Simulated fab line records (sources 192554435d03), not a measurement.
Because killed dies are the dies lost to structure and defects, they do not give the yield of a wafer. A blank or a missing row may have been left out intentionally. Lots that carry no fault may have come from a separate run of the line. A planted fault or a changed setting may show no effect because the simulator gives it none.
The tool behind it: which one?    flow n5 finfet    Sampling: 10 lots, 27 wafers, 6 of 1938 route steps

## WHAT THE GAUGES READ, wafer by wafer
N5_BEOL_M4_OCD_MEAS_38.
lot   measured      on      trench depth nm (nm)
L871  day 8 06:46   ocd-02  56.3 55.5
L876  day 9 09:47   ocd-02  54.2 54.9 54.1
L878  day 10 00:31  ocd-02  56.2 53.6 52.9
L880  day 10 08:53  ocd-02  55.3 57.5 57.5
L879  day 10 16:38  ocd-01  53.7 56.4 56.0
L882  day 10 19:45  ocd-01  55.6 55.2 55.0
L886  day 11 13:19  ocd-01  55.6 55.1 54.7
L888  day 12 11:31  ocd-02  17.3 44.3 56.8
L889  day 12 11:35  ocd-01  38.3 54.5
L891  day 13 06:01  ocd-01  25.5 56.4

N5_BEOL_M4_RC_MEAS_101.
lot   measured      on         CHAIN_V3_max_site (ohm/link)  SERP_M4_max_site (ohm/um)
L871  day 8 11:50   prober-01  254 263                       217 224
L876  day 9 14:29   prober-02  255 237 232                   234 220 217
L878  day 10 04:57  prober-01  238 238 242                   196 200 206
L880  day 10 13:26  prober-02  237 232 232                   199 201 195
L879  day 10 20:43  prober-01  242 224 233                   227 203 206
L882  day 11 00:10  prober-02  232 253 240                   208 225 216
L886  day 11 17:25  prober-01  235 234 216                   203 215 195
L888  day 12 15:34  prober-02  ~571 232                      ~5.4054e+05 184
L889  day 12 16:21  prober-01  ~571 246                      ~5.4054e+05 241
L891  day 13 10:43  prober-02  ~571 220                      ~5.4054e+05 192

## WHAT TOOL EACH LOT RAN ON (gives the tool, then ch and the chambers of the sampled wafers, and finally the start)
lot   N5_BEOL_M4_HM_DEP_02          N5_BEOL_M4_DESCUM_33                N5_BEOL_M4_ETCH_70                  N5_BEOL_M4_PRE_CLEAN_45
L871  pvd sputter-02, day 8 00:14   rie diel-01 ch 3, day 8 03:42       rie diel-01 ch 0,2, day 8 06:24     pvd sputter-01, day 8 08:13
L876  pvd sputter-01, day 9 02:44   rie diel-03 ch 0,1,3, day 9 04:52   rie diel-01 ch 1,3, day 9 09:26     pvd sputter-03, day 9 10:19
L878  pvd sputter-02, day 9 18:35   rie diel-05 ch 1,2,3, day 9 20:28   rie diel-05 ch 0,1,2, day 10 00:10  pvd sputter-02, day 10 01:11
L880  pvd sputter-01, day 9 23:59   rie diel-01 ch 0,1,2, day 10 01:24  rie diel-01 ch 0,2, day 10 08:31    pvd sputter-03, day 10 09:28
L879  pvd sputter-03, day 10 08:02  rie diel-05 ch 1,2, day 10 10:38    rie diel-05 ch 0,1,3, day 10 16:17  pvd sputter-02, day 10 17:07
L882  pvd sputter-02, day 10 16:23  rie diel-05 ch 1,2,3, day 10 17:55  rie diel-01 ch 1,3, day 10 19:23    pvd sputter-03, day 10 20:24
L886  pvd sputter-01, day 11 05:59  rie diel-03 ch 0,3, day 11 07:34    rie diel-01 ch 0,1,3, day 11 12:57  pvd sputter-03, day 11 13:41
L888  pvd sputter-01, day 12 04:00  rie diel-05 ch 0,1,3, day 12 05:33  rie diel-01 ch 1,2, day 12 11:10    pvd sputter-02, day 12 11:51
L889  pvd sputter-01, day 12 07:50  rie diel-03 ch 2,3, day 12 09:26    rie diel-03 ch 2,3, day 12 11:13    pvd sputter-02, day 12 12:07
L891  pvd sputter-01, day 12 20:13  rie diel-01 ch 1,2, day 12 21:52    rie diel-01 ch 2, day 13 05:40      pvd sputter-02, day 13 06:42
- N5_BEOL_M4_HM_DEP_02: deposits TiN, target thk 20 nm.
- N5_BEOL_M4_DESCUM_33: chemistry O2, time 7 s.
- N5_BEOL_M4_ETCH_70: etches SOC in N2/H2, target depth 80 nm, overetch 24 nm, time 130 s.
- N5_BEOL_M4_PRE_CLEAN_45: time 30 s.

## WHAT THE TOOLS THEMSELVES READ (means of the sampled wafers that have a number; where no wafer has one, the mark that the record gives instead)
N5_BEOL_M4_HM_DEP_02.
lot   tool            throttle valve pct (%)
L871  pvd sputter-02  29.0
L876  pvd sputter-01  30.7
L878  pvd sputter-02  30.9
L880  pvd sputter-01  30.7
L879  pvd sputter-03  29.5
L882  pvd sputter-02  28.6
L886  pvd sputter-01  29.5
L888  pvd sputter-01  29.6
L889  pvd sputter-01  29.8
L891  pvd sputter-01  27.6

N5_BEOL_M4_DESCUM_33.
lot   tool         drypump motor current A (A)  oes product au (a.u.)  rf vpp V (V)  showerhead plenum p Torr (Torr)  throttle valve pct (%)
L871  rie diel-01  5.5                          0.69                   241.1         2.08                             20.73
L876  rie diel-03  5.8                          0.79                   243.5         2.09                             20.09
L878  rie diel-05  5.8                          0.81                   244.8         2.18                             20.51
L880  rie diel-01  5.8                          0.85                   243.3         2.06                             20.34
L879  rie diel-05  5.3                          0.71                   244.3         2.15                             20.67
L882  rie diel-05  5.8                          0.80                   245.0         2.18                             20.51
L886  rie diel-03  5.8                          0.74                   243.5         2.11                             20.17
L888  rie diel-05  5.8                          0.79                   244.2         2.18                             20.54
L889  rie diel-03  5.3                          0.74                   242.2         2.04                             20.17
L891  rie diel-01  5.8                          0.78                   242.2         2.06                             20.37

N5_BEOL_M4_ETCH_70.
lot   tool         drypump motor current A (A)  oes product au (a.u.)  rf vpp V (V)  showerhead plenum p Torr (Torr)  throttle valve pct (%)
L871  rie diel-01  5.8                          0.59                   521.8         2.50                             18.03
L876  rie diel-01  5.7                          0.51                   522.5         2.51                             17.69
L878  rie diel-05  5.4                          0.54                   526.4         2.62                             18.11
L880  rie diel-01  5.8                          0.68                   522.9         2.50                             17.84
L879  rie diel-05  5.9                          0.59                   526.7         2.64                             17.84
L882  rie diel-01  5.7                          0.52                   522.9         2.51                             17.72
L886  rie diel-01  5.7                          0.55                   522.7         2.50                             17.82
L888  rie diel-01  5.8                          0.60                   522.8         2.49                             17.78
L889  rie diel-03  5.3                          0.55                   520.5         2.49                             17.68
L891  rie diel-01  5.7                          0.64                   523.0         2.49                             17.94

N5_BEOL_M4_PRE_CLEAN_45.
lot   tool            heater power w (W)
L871  pvd sputter-01  268
L876  pvd sputter-03  342
L878  pvd sputter-02  314
L880  pvd sputter-03  354
L879  pvd sputter-02  349
L882  pvd sputter-03  365
L886  pvd sputter-03  341
L888  pvd sputter-02  341
L889  pvd sputter-02  359
L891  pvd sputter-02  332

## THE ANSWER, worked out from the rows above alone
Rule: usual is defined by the lots themselves. Put in order of their means at a reading, lots are off if they are a third of the lots or fewer, leave a main group of 4 or more, and stand apart from it by a gap of 3 or more times the standard deviation of the main group's means; of several such gaps the widest counts. A main group is skipped when, at the precision printed for the reading in the tables above, its means are all equal. A lot without any number at a reading at which 4 lots or more have one is off too. Where the step has rows for the other lots, those lots are counted as sound. The gauges are gone through in route order, then the tools' own readings, and for those a lot's mean is taken as printed above. At the first step where some lot is off, the reading lying furthest off is the one used; lots without a number count as furthest.
Off: L888, L889, L891, at N5_BEOL_M4_OCD_MEAS_38 (trench depth nm). The main group has a mean of 55.3 nm with a standard deviation of 0.8.
If a tool, at a process step before that reading, ran all the lots that are off and no sound lot after the first of them, it fits. Those tools and the gauges at N5_BEOL_M4_OCD_MEAS_38 are tried in the same way. One fits: pvd sputter-01 at N5_BEOL_M4_HM_DEP_02. A fault onset in the window from L886 (day 11 05:59, its last sound lot) to L888 (day 12 04:00, its first lot off) fits.

## WHAT WAS PUT IN BY THE SIMULATOR
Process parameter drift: pvd sputter-01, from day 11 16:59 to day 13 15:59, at N5_BEOL_M4_HM_DEP_02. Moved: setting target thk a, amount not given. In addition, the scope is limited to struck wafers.
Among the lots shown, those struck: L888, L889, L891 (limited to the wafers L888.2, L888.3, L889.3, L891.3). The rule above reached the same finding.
